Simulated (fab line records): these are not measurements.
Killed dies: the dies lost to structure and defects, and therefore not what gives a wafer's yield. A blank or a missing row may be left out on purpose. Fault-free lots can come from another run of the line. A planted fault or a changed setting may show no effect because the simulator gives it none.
Which tool did it? ; flow n5 finfet ; 10 lots, 30 wafers sampled, at 3 steps of a route of 1938

== WHAT EACH GAUGE READ, for each wafer ==
N5_BEOL_M10_RS_MEAS_57: a four-point-probe measurement.
lot;measured;on;M10_RS (ohm/sq)
L783;day 10 12:57;film metro-01;0.152 0.152 0.149
L785;day 11 09:15;film metro-01;0.156 0.148 0.149
L786;day 11 09:47;film metro-02;0.150 0.149 0.156
L787;day 11 17:26;film metro-01;0.150 0.147 0.152
L788;day 12 05:28;film metro-01;0.150 0.151 0.148
L792;day 13 14:42;film metro-01;0.156 0.150 0.154
L793;day 13 14:58;film metro-02;0.144 0.148 0.154
L796;day 13 21:10;film metro-01;0.149 0.151 0.152
L800;day 14 18:58;film metro-02;0.150 0.153 0.156
L799;day 14 22:04;film metro-02;0.150 0.153 0.146

== WHAT TOOL EACH LOT RAN ON (gives the tool, then ch and the chambers of the sampled wafers, and finally the start) ==
lot;N5_BEOL_M10_SURFACE_TREAT_76;N5_BEOL_M10_ANNEAL_51
L783;pvd sputter-02, day 10 11:42;rtp anneal-01 ch 0, day 10 12:11
L785;pvd sputter-02, day 11 07:58;rtp anneal-01 ch 0, day 11 08:32
L786;pvd sputter-03, day 11 08:16;rtp anneal-01 ch 0, day 11 09:04
L787;pvd sputter-02, day 11 16:16;rtp anneal-02 ch 0, day 11 16:43
L788;pvd sputter-03, day 12 04:14;rtp anneal-01 ch 0, day 12 04:47
L792;pvd sputter-01, day 13 13:32;rtp anneal-02 ch 0, day 13 13:58
L793;pvd sputter-01, day 13 13:35;rtp anneal-02 ch 0, day 13 14:17
L796;pvd sputter-02, day 13 18:20;rtp anneal-01 ch 0, day 13 20:29
L800;pvd sputter-02, day 14 17:49;rtp anneal-02 ch 0, day 14 18:14
L799;pvd sputter-01, day 14 20:46;rtp anneal-01 ch 0, day 14 21:20
- N5_BEOL_M10_SURFACE_TREAT_76
- N5_BEOL_M10_ANNEAL_51: time 90 s.

== AS READ BY THE TOOLS THEMSELVES (means over the sampled wafers that have a number; for cases with no such wafer, the mark the record gives instead) ==
N5_BEOL_M10_ANNEAL_51.
lot;tool;anneal temp c max;wafer_temp_C_max
L783;rtp anneal-01;226.6;226.16
L785;rtp anneal-01;226.4;226.25
L786;rtp anneal-01;226.3;226.28
L787;rtp anneal-02;225.7;226.52
L788;rtp anneal-01;226.2;225.97
L792;rtp anneal-02;225.7;226.23
L793;rtp anneal-02;225.7;226.01
L796;rtp anneal-01;226.3;225.84
L800;rtp anneal-02;225.8;226.13
L799;rtp anneal-01;226.0;226.05

== THE ANSWER, worked out from the rows above alone ==
Rule: usual is defined by the lots themselves. Put in order of their means at a reading, lots are off if they are a third of the lots or fewer, leave a main group of 4 or more, and stand apart from it by a gap of 3 or more times the standard deviation of the main group's means; of several such gaps the widest counts. If all means in a main group match to the digits the tables above print for the reading, that group is not used. Also off: a lot with no number at a reading for which 4 or more lots have one. Where the step has rows for the other lots, those lots are counted as sound. Order of review: gauges by route order, followed by the tools' own readings, for which a lot's mean as printed above is used. The first step at which some lot is off is used, and at that step the reading that is off furthest; a lot without a number counts as furthest.
Nothing can be told from this: no lot is off at any reading shown.

== WHAT THE SIMULATOR PUT IN ==
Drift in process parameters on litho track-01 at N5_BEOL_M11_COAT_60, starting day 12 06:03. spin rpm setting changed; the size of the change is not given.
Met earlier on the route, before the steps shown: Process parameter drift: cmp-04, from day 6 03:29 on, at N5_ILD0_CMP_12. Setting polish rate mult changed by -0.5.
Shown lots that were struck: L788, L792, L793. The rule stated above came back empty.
